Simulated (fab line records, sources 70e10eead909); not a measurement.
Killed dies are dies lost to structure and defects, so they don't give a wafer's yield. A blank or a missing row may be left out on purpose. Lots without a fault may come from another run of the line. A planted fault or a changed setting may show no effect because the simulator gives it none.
Problem report in the 8D (eight disciplines) form, filled by code | flow nand_harc | the parts of the form that need people (team, actions taken, sign-off) are left out

1. THE PROBLEM
cd_nm at NHARC_A_M1_CD_MEAS_09 reads a mean of 49.1 nm on 6 wafers of 2 lots; wafers without a fault read 120.1 nm with a standard deviation of 0.53. That is -99 or more standard deviations from the usual mean.
The step: target cd 120 nm.
First seen on wafer L250.3, day 31 07:00, on cd_sem-02. The record holds 42 wafers of 14 lots with a number at this step. Rule for "out", or "out of limits": more than 4 standard deviations from the usual mean. The other wafers with a number count as sound.

2. WHAT IT IS AND WHAT IT IS NOT
question                    | is                     | is not
which readings at this step | cd_nm                  | -
which lots                  | L250, L251             | L230, L233, L234, L235, L236, L238, L239, L240, L242, L249, L252, L253
which wafers of those lots  | all that have a number | -
read on which gauges        | cd_sem-02              | cd_sem-01, cd_sem-03
when                        | from day 31 07:00      | up to then (30 sound wafers); but 6 sound wafers of L252, L253 came after

3. SUSPECTS, AND WHAT RULES EACH OUT
Counting: a tool at a process step up to the reading stays a suspect if it ran every lot that is out and no sound lot after the first of them.
- the gauge at NHARC_A_M1_CD_MEAS_09: ruled out. All the wafers that are out were read on cd_sem-02, but those of them that NHARC_A_M1_PEB_07 has rows for are out there too, on other tools.
- litho_track-06 at NHARC_A_M1_PEB_07 (peb time 65 s): kept. It ran every lot that is out, first L250 (day 31 06:55), and no sound lot after that; its last sound lot up to then is L242 (day 27 22:23). Its own readings are out on those wafers: heater_power_total_W.
Left after counting: litho_track-06 at NHARC_A_M1_PEB_07.

4. THE CAUSE (what the simulator had put in)
Process parameter drift: litho_track-06, from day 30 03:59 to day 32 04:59, at NHARC_A_M1_PEB_07. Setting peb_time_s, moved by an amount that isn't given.
Counting left only this tool.

5. THE CHAIN OF EFFECTS, in route order
Each row: a reading whose mean over the struck wafers that have a number lies more than 3 standard deviations from the usual. Only readings for which the record gives a usual standard deviation are gone through. hours: the time from each lot's start at the first step in this table that gives one to its start at this step, as a median over the lots. sigmas: the change in usual standard deviations.
hours | step                  | reading              | usual    | on struck wafers | change | sigmas
0     | NHARC_A_M1_PEB_07     | heater_power_total_W | 156.6 W  | 373.1            | +216.5 | +99 or more
0     | NHARC_A_M1_CD_MEAS_09 | cd_nm                | 120.1 nm | 49.1             | -71.0  | -99 or more
The process steps in it:
- NHARC_A_M1_PEB_07: peb time 65 s.

6. WHAT WOULD HAVE CAUGHT IT SOONER
In this record the first reading out of limits at a measuring or inspecting step was taken at day 31 07:00, 27 hours after the fault began at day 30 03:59.
The tool's own readings at NHARC_A_M1_PEB_07 were out on every struck wafer that the step has a row for (heater_power_total_W): an alarm limit on them would have fired on the first of those.
Of the lots that are out (2), L251 began NHARC_A_M1_PEB_07 on litho_track-06 after day 31 07:00. A hold on the tool at that time would have spared it.
